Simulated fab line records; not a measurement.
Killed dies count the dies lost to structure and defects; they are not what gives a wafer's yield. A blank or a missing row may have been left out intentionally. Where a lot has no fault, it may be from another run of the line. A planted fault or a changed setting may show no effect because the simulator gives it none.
fab line records :: flow nand_harc :: part 2 of 2: steps 24 to 35 of 35
[record]
  lots = 5
  wafers = 15
  last_day = 31
route steps=1302 shown P_BONDPAD@355 A_START@389 A_ZERO_WELL@390
lots with no fault: from the same line, run without faults
start_h: the number of hours between the record's first day and the start of the first shown wafer of the lot :: wait_h: hours elapsed since this lot's preceding step :: " identical to the entry in the row above :: L1.1+2: one row covering several wafers at once :: - no value, or no start was given :: * or withheld: withheld :: < > ~ a bound
route shown NAME@n: NAME is a module with steps in the file, n the number in the route of the first one :: usual: mean and standard deviation over wafers with no fault :: same: alike in all rows :: chamber/n: place in a boat :: sites: the reading at each site :: _std_site: the standard deviation of these :: _edge_site: mean of outer sites minus mean of inner sites :: radius_mm: how far each site lies from the wafer's centre :: mask NAME#n: copy n :: behind: the tool/chamber that last shaped the wafer :: hold: the reason the lot was held/the length of the hold in hours/how it ended :: device: transistor that didn't switch, given as n, p or np :: end of line: at the end of the route, the tests of the same wafers :: a step given without rows: its recipe and nothing more :: killed: not the wafer's yield, but the dies lost to structure and defects at the first sort :: map: shows each die of a wafer: x if killed, . if not, _ if none is there
set.NAME: setting as actually run; set.NAME@STEP: the setting as run at that earlier step :: model.NAME: the simulator's own value behind a step, which no gauge read
certain route steps with their lots: each step a table, each wafer a row
services: a tool's chamber out of use, with start hour (start_h, from the record's first day; less than 0 if before it), hours out, and reason
[[steps]]
[step NHARC_P_BONDPAD_ECD_18]
[recipe]
  target_thk_a = 4000
  bath_temp_c = 25
  material = Cu
lot.wafer: L080.1+4+5
tool: ecd_cu-01
chamber: 0,0,1
start_h: 196.92
wait_h: -

lot.wafer: L082.1+3+6
tool: ecd_cu-01
chamber: 0,1,1
start_h: 215.39
wait_h: -

lot.wafer: L085.1+2+4
tool: ecd_cu-01
chamber: 0,1,0
start_h: 244.00
wait_h: -

lot.wafer: L091.2+4+6
tool: ecd_cu-02
chamber: 1,0,1
start_h: 303.78
wait_h: -

lot.wafer: L092.1+5+6
tool: ecd_cu-02
chamber: 1,0,1
start_h: 318.21
wait_h: -
[step NHARC_P_BONDPAD_ANNEAL_28]
[recipe]
  temp_c = 225
  time_s = 90
[usual]
  wafer_temp_C_max = 226.4/0.3
lot.wafer: L080.1
tool: rtp_anneal-02
chamber: 0
start_h: 197.53
wait_h: -
wafer_temp_C_max: 227.2

lot.wafer: L080.4
tool: rtp_anneal-02
chamber: 0
start_h: 197.53
wait_h: -
wafer_temp_C_max: 226.4

lot.wafer: L080.5
tool: rtp_anneal-02
chamber: 0
start_h: 197.53
wait_h: -
wafer_temp_C_max: 225.9

lot.wafer: L082.1
tool: rtp_anneal-02
chamber: 0
start_h: 215.72
wait_h: 0.3
wafer_temp_C_max: 226.6

lot.wafer: L082.3
tool: rtp_anneal-02
chamber: 0
start_h: 215.72
wait_h: 0.3
wafer_temp_C_max: 226.8

lot.wafer: L082.6
tool: rtp_anneal-02
chamber: 0
start_h: 215.72
wait_h: 0.3
wafer_temp_C_max: 227.0

lot.wafer: L085.1
tool: rtp_anneal-01
chamber: 0
start_h: 244.38
wait_h: -
wafer_temp_C_max: 226.4

lot.wafer: L085.2
tool: rtp_anneal-01
chamber: 0
start_h: 244.38
wait_h: -
wafer_temp_C_max: 226.5

lot.wafer: L085.4
tool: rtp_anneal-01
chamber: 0
start_h: 244.38
wait_h: -
wafer_temp_C_max: 226.2

lot.wafer: L091.2
tool: rtp_anneal-02
chamber: 0
start_h: 304.16
wait_h: -
wafer_temp_C_max: 226.4

lot.wafer: L091.4
tool: rtp_anneal-02
chamber: 0
start_h: 304.16
wait_h: -
wafer_temp_C_max: 226.4

lot.wafer: L091.6
tool: rtp_anneal-02
chamber: 0
start_h: 304.16
wait_h: -
wafer_temp_C_max: 226.6

lot.wafer: L092.1
tool: rtp_anneal-02
chamber: 0
start_h: 318.53
wait_h: -
wafer_temp_C_max: 226.7

lot.wafer: L092.5
tool: rtp_anneal-02
chamber: 0
start_h: 318.53
wait_h: -
wafer_temp_C_max: 226.4

lot.wafer: L092.6
tool: rtp_anneal-02
chamber: 0
start_h: 318.53
wait_h: -
wafer_temp_C_max: 226.4
[step NHARC_P_BONDPAD_CMP_19]
[recipe]
  t_overpolish_s = 30
  cu_recess_touch_s = 16
  target_thk_nm = 160.81
[usual]
  motor_current_A = 12.4/0.67
  overpolish_run_s = 30.000/0.0087
lot.wafer: L080.1
tool: cmp-02
chamber: 2
start_h: 197.92
wait_h: -
motor_current_A: 12.0
overpolish_run_s: 29.988

lot.wafer: L080.4
tool: cmp-02
chamber: 0
start_h: 197.92
wait_h: -
motor_current_A: 12.6
overpolish_run_s: 29.996

lot.wafer: L080.5
tool: cmp-02
chamber: 1
start_h: 197.92
wait_h: -
motor_current_A: 12.1
overpolish_run_s: 30.001

lot.wafer: L082.1
tool: cmp-03
chamber: 0
start_h: 216.09
wait_h: -
motor_current_A: 13.8
overpolish_run_s: 29.998

lot.wafer: L082.3
tool: cmp-03
chamber: 2
start_h: 216.09
wait_h: -
motor_current_A: 11.8
overpolish_run_s: 30.005

lot.wafer: L082.6
tool: cmp-03
chamber: 0
start_h: 216.09
wait_h: -
motor_current_A: 12.6
overpolish_run_s: 29.984

lot.wafer: L085.2
tool: cmp-03
chamber: 2
start_h: 244.73
wait_h: -
motor_current_A: 12.4
overpolish_run_s: 30.011

lot.wafer: L085.4
tool: cmp-03
chamber: 3
start_h: 244.73
wait_h: -
motor_current_A: 12.4
overpolish_run_s: 29.996

lot.wafer: L085.1
tool: cmp-03
chamber: 0
start_h: 244.73
wait_h: -
motor_current_A: 12.6
overpolish_run_s: 29.999

lot.wafer: L091.4
tool: cmp-03
chamber: 0
start_h: 304.51
wait_h: -
motor_current_A: 13.0
overpolish_run_s: 29.989

lot.wafer: L091.2
tool: cmp-03
chamber: 1
start_h: 304.51
wait_h: -
motor_current_A: 13.2
overpolish_run_s: 30.007

lot.wafer: L091.6
tool: cmp-03
chamber: 3
start_h: 304.51
wait_h: -
motor_current_A: 12.7
overpolish_run_s: 29.997

lot.wafer: L092.1
tool: cmp-01
chamber: 3
start_h: 318.96
wait_h: -
motor_current_A: 11.9
overpolish_run_s: 29.991

lot.wafer: L092.5
tool: cmp-01
chamber: 0
start_h: 318.96
wait_h: -
motor_current_A: 12.8
overpolish_run_s: 30.004

lot.wafer: L092.6
tool: cmp-01
chamber: 1
start_h: 318.96
wait_h: -
motor_current_A: 12.3
overpolish_run_s: 30.006
[step NHARC_P_BONDPAD_THK_MEAS_20]
[recipe]
  thk_meas_gauge = xrf
[usual]
  thk_nm = 161.2/1.3
lot.wafer: L080.1
tool: film_metro-02
chamber: -
start_h: 198.21
wait_h: -
thk_nm: 159.9

lot.wafer: L080.4
tool: film_metro-02
chamber: -
start_h: 198.21
wait_h: -
thk_nm: 160.6

lot.wafer: L080.5
tool: film_metro-02
chamber: -
start_h: 198.21
wait_h: -
thk_nm: 160.8

lot.wafer: L082.1
tool: film_metro-01
chamber: -
start_h: 216.39
wait_h: -
thk_nm: 161.8

lot.wafer: L082.3
tool: film_metro-01
chamber: -
start_h: 216.39
wait_h: -
thk_nm: 163.0

lot.wafer: L082.6
tool: film_metro-01
chamber: -
start_h: 216.39
wait_h: -
thk_nm: 162.1

lot.wafer: L085.1
tool: film_metro-02
chamber: -
start_h: 245.05
wait_h: -
thk_nm: 161.1

lot.wafer: L085.2
tool: film_metro-02
chamber: -
start_h: 245.05
wait_h: -
thk_nm: 161.9

lot.wafer: L085.4
tool: film_metro-02
chamber: -
start_h: 245.05
wait_h: -
thk_nm: 160.9

lot.wafer: L091.2
tool: film_metro-01
chamber: -
start_h: 304.77
wait_h: -
thk_nm: 160.2

lot.wafer: L091.4
tool: film_metro-01
chamber: -
start_h: 304.77
wait_h: -
thk_nm: 159.7

lot.wafer: L091.6
tool: film_metro-01
chamber: -
start_h: 304.77
wait_h: -
thk_nm: 159.9

lot.wafer: L092.1
tool: film_metro-01
chamber: -
start_h: 319.20
wait_h: -
thk_nm: 162.2

lot.wafer: L092.5
tool: film_metro-01
chamber: -
start_h: 319.20
wait_h: -
thk_nm: 160.7

lot.wafer: L092.6
tool: film_metro-01
chamber: -
start_h: 319.20
wait_h: -
thk_nm: 161.2
[step NHARC_P_BONDPAD_SRD_21]
[recipe]
  time_s = 30
  temp_c = 23
  dry_time_s = 20
  spin_rpm = 1500
lot.wafer: L080.4+5+1
tool: wet_bench-08
chamber: 5,6,1
start_h: 198.26
wait_h: 0.0

lot.wafer: L082.6+1+3
tool: wet_bench-10
chamber: 6,7,2
start_h: 216.43
wait_h: 0.0

lot.wafer: L085.1+2+4
tool: wet_bench-08
chamber: 3,4,5
start_h: 245.10
wait_h: 0.0

lot.wafer: L091.4+2+6
tool: wet_bench-08
chamber: 0,2,5
start_h: 304.81
wait_h: 0.0

lot.wafer: L092.6+5+1
tool: wet_bench-10
chamber: 7,2,3
start_h: 319.24
wait_h: 0.0
[step NHARC_P_BONDPAD_INSPECT_23]
[usual]
  raw_defect_count = 324/110
lot.wafer: L080.1
tool: defect_inspect-02
chamber: -
start_h: 198.44
wait_h: 0.0
raw_defect_count: 204

lot.wafer: L080.4
tool: defect_inspect-02
chamber: -
start_h: 198.44
wait_h: 0.0
raw_defect_count: 289

lot.wafer: L080.5
tool: defect_inspect-02
chamber: -
start_h: 198.44
wait_h: 0.0
raw_defect_count: 197

lot.wafer: L082.1
tool: defect_inspect-02
chamber: -
start_h: 216.59
wait_h: 0.0
raw_defect_count: 288

lot.wafer: L082.3
tool: defect_inspect-02
chamber: -
start_h: 216.59
wait_h: 0.0
raw_defect_count: 212

lot.wafer: L082.6
tool: defect_inspect-02
chamber: -
start_h: 216.59
wait_h: 0.0
raw_defect_count: 274

lot.wafer: L085.1
tool: defect_inspect-02
chamber: -
start_h: 245.25
wait_h: 0.0
raw_defect_count: 475

lot.wafer: L085.2
tool: defect_inspect-02
chamber: -
start_h: 245.25
wait_h: 0.0
raw_defect_count: 303

lot.wafer: L085.4
tool: defect_inspect-02
chamber: -
start_h: 245.25
wait_h: 0.0
raw_defect_count: 373

lot.wafer: L091.2
tool: defect_inspect-02
chamber: -
start_h: 305.00
wait_h: 0.0
raw_defect_count: 288

lot.wafer: L091.4
tool: defect_inspect-02
chamber: -
start_h: 305.00
wait_h: 0.0
raw_defect_count: 277

lot.wafer: L091.6
tool: defect_inspect-02
chamber: -
start_h: 305.00
wait_h: 0.0
raw_defect_count: 218

lot.wafer: L092.1
tool: defect_inspect-01
chamber: -
start_h: 319.41
wait_h: 0.0
raw_defect_count: 339

lot.wafer: L092.5
tool: defect_inspect-01
chamber: -
start_h: 319.41
wait_h: 0.0
raw_defect_count: 274

lot.wafer: L092.6
tool: defect_inspect-01
chamber: -
start_h: 319.41
wait_h: 0.0
raw_defect_count: 228
[step NHARC_P_BONDPAD_ACTIVATE_29]
[recipe]
  time_s = 60
  n2_flow_sccm = 200
  ar_flow_sccm = 0
  bias_power_w = 0
  chemistry = N2
[usual]
  drypump_motor_current_A = 5.5/0.62
  n2_flow_sccm = 200.0/0.67
  oes_product_au = 1.000/0.011
  rf_vpp_V = 64.1/0.88
  showerhead_plenum_p_Torr = 1.76/0.077
lot.wafer: L080.1
tool: rie_diel-07
chamber: 0
start_h: 198.50
wait_h: 0.1
drypump_motor_current_A: 6.5
n2_flow_sccm: 199.5
oes_product_au: 1.023
rf_hours_counter_h: 4.0
rf_vpp_V: 65.6
showerhead_plenum_p_Torr: 1.84

lot.wafer: L080.4
tool: rie_diel-07
chamber: 2
start_h: 198.50
wait_h: 0.1
drypump_motor_current_A: 5.5
n2_flow_sccm: 199.1
oes_product_au: 1.003
rf_hours_counter_h: 4.5
rf_vpp_V: 65.6
showerhead_plenum_p_Torr: 1.90

lot.wafer: L080.5
tool: rie_diel-07
chamber: 1
start_h: 198.50
wait_h: 0.1
drypump_motor_current_A: 5.3
n2_flow_sccm: 200.1
oes_product_au: 1.008
rf_hours_counter_h: -
rf_vpp_V: 62.7
showerhead_plenum_p_Torr: 1.66

lot.wafer: L082.3
tool: rie_diel-04
chamber: 2
start_h: 216.65
wait_h: 0.1
drypump_motor_current_A: 4.7
n2_flow_sccm: 199.4
oes_product_au: 1.001
rf_hours_counter_h: 1.3
rf_vpp_V: 64.3
showerhead_plenum_p_Torr: 1.70

lot.wafer: L082.1
tool: rie_diel-04
chamber: 0
start_h: 216.65
wait_h: 0.1
drypump_motor_current_A: 5.9
n2_flow_sccm: 199.2
oes_product_au: 1.000
rf_hours_counter_h: 1.1
rf_vpp_V: 63.4
showerhead_plenum_p_Torr: 1.68

lot.wafer: L082.6
tool: rie_diel-04
chamber: 3
start_h: 216.65
wait_h: 0.1
drypump_motor_current_A: 4.6
n2_flow_sccm: 201.1
oes_product_au: 0.985
rf_hours_counter_h: -
rf_vpp_V: 63.8
showerhead_plenum_p_Torr: 1.84

lot.wafer: L085.1
tool: rie_diel-02
chamber: 1
start_h: 245.31
wait_h: 0.1
drypump_motor_current_A: 5.9
n2_flow_sccm: 199.7
oes_product_au: 1.011
rf_hours_counter_h: 0.6
rf_vpp_V: 62.8
showerhead_plenum_p_Torr: 1.72

lot.wafer: L085.4
tool: rie_diel-02
chamber: 3
start_h: 245.31
wait_h: 0.1
drypump_motor_current_A: 5.4
n2_flow_sccm: 201.2
oes_product_au: 0.986
rf_hours_counter_h: 0.4
rf_vpp_V: 65.1
showerhead_plenum_p_Torr: 1.69

lot.wafer: L085.2
tool: rie_diel-02
chamber: 0
start_h: 245.31
wait_h: 0.1
drypump_motor_current_A: 6.3
n2_flow_sccm: 199.9
oes_product_au: 1.018
rf_hours_counter_h: 0.5
rf_vpp_V: 62.6
showerhead_plenum_p_Torr: 1.83

lot.wafer: L091.2
tool: rie_diel-02
chamber: 3
start_h: 305.06
wait_h: 0.1
drypump_motor_current_A: 5.4
n2_flow_sccm: 201.8
oes_product_au: 0.989
rf_hours_counter_h: 1.7
rf_vpp_V: 63.4
showerhead_plenum_p_Torr: 1.69

lot.wafer: L091.4
tool: rie_diel-02
chamber: 1
start_h: 305.06
wait_h: 0.1
drypump_motor_current_A: 5.9
n2_flow_sccm: 200.1
oes_product_au: 0.995
rf_hours_counter_h: 1.8
rf_vpp_V: 63.4
showerhead_plenum_p_Torr: 1.72

lot.wafer: L091.6
tool: rie_diel-02
chamber: 3
start_h: 305.06
wait_h: 0.1
drypump_motor_current_A: 5.4
n2_flow_sccm: 199.3
oes_product_au: 0.988
rf_hours_counter_h: -
rf_vpp_V: 64.8
showerhead_plenum_p_Torr: 1.69

lot.wafer: L092.1
tool: rie_diel-04
chamber: 3
start_h: 319.49
wait_h: 0.1
drypump_motor_current_A: 4.6
n2_flow_sccm: 199.7
oes_product_au: 0.999
rf_hours_counter_h: 6.4
rf_vpp_V: 65.1
showerhead_plenum_p_Torr: 1.83

lot.wafer: L092.6
tool: rie_diel-04
chamber: 1
start_h: 319.49
wait_h: 0.1
drypump_motor_current_A: 4.8
n2_flow_sccm: 200.6
oes_product_au: 0.995
rf_hours_counter_h: -
rf_vpp_V: 64.4
showerhead_plenum_p_Torr: 1.89

lot.wafer: L092.5
tool: rie_diel-04
chamber: 2
start_h: 319.49
wait_h: 0.1
drypump_motor_current_A: 4.6
n2_flow_sccm: 199.4
oes_product_au: 1.005
rf_hours_counter_h: -
rf_vpp_V: 63.2
showerhead_plenum_p_Torr: 1.70
[step NHARC_P_BONDPAD_PRECLEAN_30]
[recipe]
  time_s = 300
  temp_c = 23
  chemistry = DIW
lot.wafer: L080.4+5+1
tool: wet_bench-08
chamber: 3,4,7
start_h: 198.65
wait_h: 0.1

lot.wafer: L082.6+3+1
tool: wet_bench-10
chamber: 7,2,3
start_h: 216.82
wait_h: 0.1

lot.wafer: L085.2+1+4
tool: wet_bench-10
chamber: 1,2,5
start_h: 245.48
wait_h: 0.1

lot.wafer: L091.6+2+4
tool: wet_bench-08
chamber: 1,2,3
start_h: 305.23
wait_h: 0.1

lot.wafer: L092.5+6+1
tool: wet_bench-08
chamber: 2,4,7
start_h: 319.62
wait_h: 0.1
[step NHARC_P_BONDPAD_SRD_31]
[recipe]
  time_s = 30
  temp_c = 23
  dry_time_s = 20
  spin_rpm = 1500
lot.wafer: L080.4+5+1
tool: wet_bench-08
chamber: 3,4,7
start_h: -
wait_h: -

lot.wafer: L082.6+3+1
tool: wet_bench-10
chamber: 7,2,3
start_h: -
wait_h: -

lot.wafer: L085.2+1+4
tool: wet_bench-10
chamber: 1,2,5
start_h: -
wait_h: -

lot.wafer: L091.6+2+4
tool: wet_bench-08
chamber: 1,2,3
start_h: -
wait_h: -

lot.wafer: L092.5+6+1
tool: wet_bench-08
chamber: 2,4,7
start_h: -
wait_h: -
[step NHARC_A_START_INSPECT_01]
[usual]
  raw_defect_count = 3.7/1.9
lot.wafer: L080.1
tool: defect_inspect-02
chamber: -
start_h: 198.90
wait_h: -
raw_defect_count: 3

lot.wafer: L080.4
tool: defect_inspect-02
chamber: -
start_h: 198.90
wait_h: -
raw_defect_count: 3

lot.wafer: L080.5
tool: defect_inspect-02
chamber: -
start_h: 198.90
wait_h: -
raw_defect_count: 1

lot.wafer: L082.1
tool: defect_inspect-02
chamber: -
start_h: 217.06
wait_h: -
raw_defect_count: 0

lot.wafer: L082.3
tool: defect_inspect-02
chamber: -
start_h: 217.06
wait_h: -
raw_defect_count: 6

lot.wafer: L082.6
tool: defect_inspect-02
chamber: -
start_h: 217.06
wait_h: -
raw_defect_count: 3

lot.wafer: L085.1
tool: defect_inspect-01
chamber: -
start_h: 245.72
wait_h: -
raw_defect_count: 5

lot.wafer: L085.2
tool: defect_inspect-01
chamber: -
start_h: 245.72
wait_h: -
raw_defect_count: 3

lot.wafer: L085.4
tool: defect_inspect-01
chamber: -
start_h: 245.72
wait_h: -
raw_defect_count: 0

lot.wafer: L091.2
tool: defect_inspect-01
chamber: -
start_h: 305.48
wait_h: -
raw_defect_count: 5

lot.wafer: L091.4
tool: defect_inspect-01
chamber: -
start_h: 305.48
wait_h: -
raw_defect_count: 3

lot.wafer: L091.6
tool: defect_inspect-01
chamber: -
start_h: 305.48
wait_h: -
raw_defect_count: 5

lot.wafer: L092.1
tool: defect_inspect-02
chamber: -
start_h: 319.87
wait_h: -
raw_defect_count: 7

lot.wafer: L092.5
tool: defect_inspect-02
chamber: -
start_h: 319.87
wait_h: -
raw_defect_count: 2

lot.wafer: L092.6
tool: defect_inspect-02
chamber: -
start_h: 319.87
wait_h: -
raw_defect_count: 5
[step NHARC_A_ZERO_WELL_PRECLEAN_00]
[recipe]
  time_s = 600
  temp_c = 120
  chemistry = SPM
lot.wafer: L080.1+5+4
tool: wet_bench-09
chamber: 3,4,5
start_h: 198.99
wait_h: 0.1

lot.wafer: L082.3+1+6
tool: wet_bench-05
chamber: 6,7,3
start_h: 217.15
wait_h: 0.1

lot.wafer: L085.4+1+2
tool: wet_bench-09
chamber: 0,2,3
start_h: 245.81
wait_h: 0.1

lot.wafer: L091.4+6+2
tool: wet_bench-01
chamber: 1,4,5
start_h: 305.57
wait_h: 0.1

lot.wafer: L092.5+1+6
tool: wet_bench-09
chamber: 4,6,7
start_h: 319.96
wait_h: 0.1
[step NHARC_A_ZERO_WELL_SRD_01]
lot.wafer: L080.1+5+4
tool: wet_bench-09
chamber: 3,4,5
start_h: -
wait_h: -

lot.wafer: L082.3+1+6
tool: wet_bench-05
chamber: 6,7,3
start_h: -
wait_h: -

lot.wafer: L085.4+1+2
tool: wet_bench-09
chamber: 0,2,3
start_h: -
wait_h: -

lot.wafer: L091.4+6+2
tool: wet_bench-01
chamber: 1,4,5
start_h: -
wait_h: -

lot.wafer: L092.5+1+6
tool: wet_bench-09
chamber: 4,6,7
start_h: -
wait_h: -
[[services]]
tool: wet_bench-09
chamber: -
start_h: 176.80
hours: 8.0
kind: pm

tool: rie_diel-04
chamber: -
start_h: 177.90
hours: 9.0
kind: pm

tool: pvd_sputter-03
chamber: -
start_h: 183.25
hours: 10.0
kind: pm

tool: pvd_sputter-02
chamber: -
start_h: 187.23
hours: 2.3
kind: repair

tool: rie_diel-02
chamber: -
start_h: 192.16
hours: 0.3
kind: repair

tool: wet_bench-09
chamber: -
start_h: 196.03
hours: 1.6
kind: repair

tool: wet_bench-10
chamber: -
start_h: 199.93
hours: 2.3
kind: repair

tool: pvd_sputter-02
chamber: -
start_h: 202.97
hours: 0.8
kind: repair

tool: rie_diel-07
chamber: 2
start_h: 204.64
hours: 4.7
kind: repair

tool: cmp-03
chamber: -
start_h: 207.34
hours: 1.3
kind: repair

tool: pvd_sputter-01
chamber: -
start_h: 209.65
hours: 0.5
kind: repair

tool: rie_diel-02
chamber: -
start_h: 216.70
hours: 9.0
kind: pm

tool: pvd_sputter-01
chamber: -
start_h: 226.00
hours: 10.0
kind: pm

tool: litho_track-02
chamber: -
start_h: 227.00
hours: 7.0
kind: pm

tool: cmp-03
chamber: -
start_h: 234.10
hours: 1.0
kind: repair

tool: cmp-03
chamber: -
start_h: 236.70
hours: 0.3
kind: repair

tool: krf_scanner-01
chamber: -
start_h: 237.22
hours: 1.1
kind: repair

tool: litho_track-07
chamber: -
start_h: 251.00
hours: 7.0
kind: pm

tool: pvd_sputter-02
chamber: -
start_h: 282.00
hours: 10.0
kind: pm

tool: rie_diel-04
chamber: 1
start_h: 282.13
hours: 8.7
kind: repair

tool: wet_bench-09
chamber: -
start_h: 283.05
hours: 1.1
kind: repair

tool: wet_bench-08
chamber: -
start_h: 294.40
hours: 8.0
kind: pm

tool: litho_track-05
chamber: -
start_h: 299.00
hours: 7.0
kind: pm

tool: wet_bench-10
chamber: -
start_h: 311.20
hours: 8.0
kind: pm
